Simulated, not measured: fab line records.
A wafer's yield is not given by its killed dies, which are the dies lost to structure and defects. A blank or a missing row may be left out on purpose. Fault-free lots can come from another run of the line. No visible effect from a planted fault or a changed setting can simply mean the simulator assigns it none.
Chamber matching -- flow n5_finfet -- 4 sister chambers for N5_HKMG_FIN_ALD_91 on ald_metal-02
The step deposits TiN, target thk 1 nm, pulse time 1 s, purge time 3 s. 8 wafers are shown with their chamber, then 10 later ones without.

WAFERS PAIRED WITH THEIR CHAMBERS
wafer,chamber,heater_power_w (W),precursor_pulse_height_rel
L074.3,2,817,1.011
L078.1,2,816,0.996
L082.2,0,958,0.984
L087.2,3,813,1.026
L087.3,1,900,1.007
L087.6,0,945,0.993
L088.1,3,827,1.023
L088.3,1,889,1.031

WAFERS WITHOUT THEIR CHAMBER
wafer,heater_power_w (W),precursor_pulse_height_rel
L088.4,817,1.010
L091.2,878,0.963
L091.5,801,0.988
L091.6,835,0.986
L095.1,828,1.001
L095.2,968,1.025
L095.4,883,1.009
L096.2,975,1.005
L096.4,815,1.011
L096.5,862,1.020

WHICH CHAMBER EACH ONE RAN IN
wafer,from the rows above,in truth
L088.4,can't be placed: 2 or 3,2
L091.2,1,1
L091.5,can't be placed: 2 or 3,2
L091.6,can't be placed: 2 or 3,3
L095.1,can't be placed: 2 or 3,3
L095.2,0,0
L095.4,1,1
L096.2,0,0
L096.4,can't be placed: 2 or 3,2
L096.5,can't be placed: 1 or 3 or 2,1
Correct placement for 4 of the 10. From these rows, 6 cannot be placed; in 6 the true chamber is one of the candidates. Wrongly placed: 0.
How it was worked out, from the rows above alone: a wafer's distance from a chamber is the root of the sum, over the readings, of the square of ((its reading less the chamber's mean) divided by the reading's scatter). The wafer belongs to the nearest chamber; if the next one is less than 2 further off, it can't be placed. For every chamber, the mean is computed from those of its wafers that are shown. The scatter is the square root of a quotient: the sum, over the shown wafers, of each reading's squared deviation from its chamber's mean, divided by wafers minus chambers.
